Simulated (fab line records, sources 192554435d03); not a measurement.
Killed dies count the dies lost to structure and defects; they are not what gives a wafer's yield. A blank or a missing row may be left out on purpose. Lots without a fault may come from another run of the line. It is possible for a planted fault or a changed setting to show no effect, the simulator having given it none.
Chamber matching	flow n5_finfet	4 sister chambers for N5_BEOL_M15_ETCH_61 on rie_diel-02
The step etches BARC in N2/H2, target depth 89 nm, overetch 26.7 nm, time 67.9 s. 14 wafers are shown with their chamber, then 7 later ones without.

EACH WAFER AND ITS CHAMBER
wafer	chamber	showerhead_plenum_p_Torr (Torr)	drypump_motor_current_A (A)	throttle_valve_pct (%)
L077.1	1	2.67	5.99	17.57
L077.2	0	2.47	5.53	17.63
L077.5	2	2.53	5.95	17.78
L082.1	3	2.50	6.13	17.84
L082.2	1	2.66	6.00	17.57
L082.6	1	2.66	5.97	17.57
L083.3	2	2.52	5.99	17.79
L083.5	3	2.50	6.14	17.85
L083.6	0	2.46	5.49	17.67
L089.2	1	2.66	5.97	17.58
L089.5	2	2.52	5.96	17.81
L089.6	3	2.50	6.18	17.86
L088.1	2	2.52	5.97	17.82
L088.3	3	2.50	6.16	17.86

SIGNATURES (means of the wafers above)
reading	chamber 0	chamber 1	chamber 2	chamber 3	scatter within a chamber
showerhead_plenum_p_Torr	2.4650	2.6625	2.5225	2.5000	0.00447
drypump_motor_current_A	5.5100	5.9825	5.9675	6.1525	0.0196
throttle_valve_pct	17.6500	17.5725	17.8000	17.8525	0.0147
Rule: for a wafer and a chamber, the distance is found by dividing, reading by reading, the gap between the wafer's reading and the chamber's mean by the reading's scatter, squaring, summing and taking the root. If the next closest chamber is less than 2 further off than the closest, the wafer can't be placed; otherwise it belongs to the closest. The scatter: take each reading less its chamber's mean, square it, sum over the shown wafers, divide by the number of wafers less the number of chambers, and take the root.

WAFERS WITHOUT THEIR CHAMBER
wafer	showerhead_plenum_p_Torr (Torr)	drypump_motor_current_A (A)	throttle_valve_pct (%)
L088.6	2.66	5.97	17.60
L094.1	2.52	5.94	17.85
L094.3	2.46	5.47	17.69
L094.5	2.52	5.94	17.83
L095.3	2.65	5.96	17.61
L095.4	2.51	5.99	17.83
L095.5	2.65	5.97	17.61

THE CHAMBER EACH PASSED THROUGH
wafer	from the rows above	in truth
L088.6	1	1
L094.1	2	2
L094.3	0	0
L094.5	2	2
L095.3	1	1
L095.4	2	2
L095.5	1	1
7 of 7 placed correctly. Not placeable from these rows: 0. 0 placed wrongly.
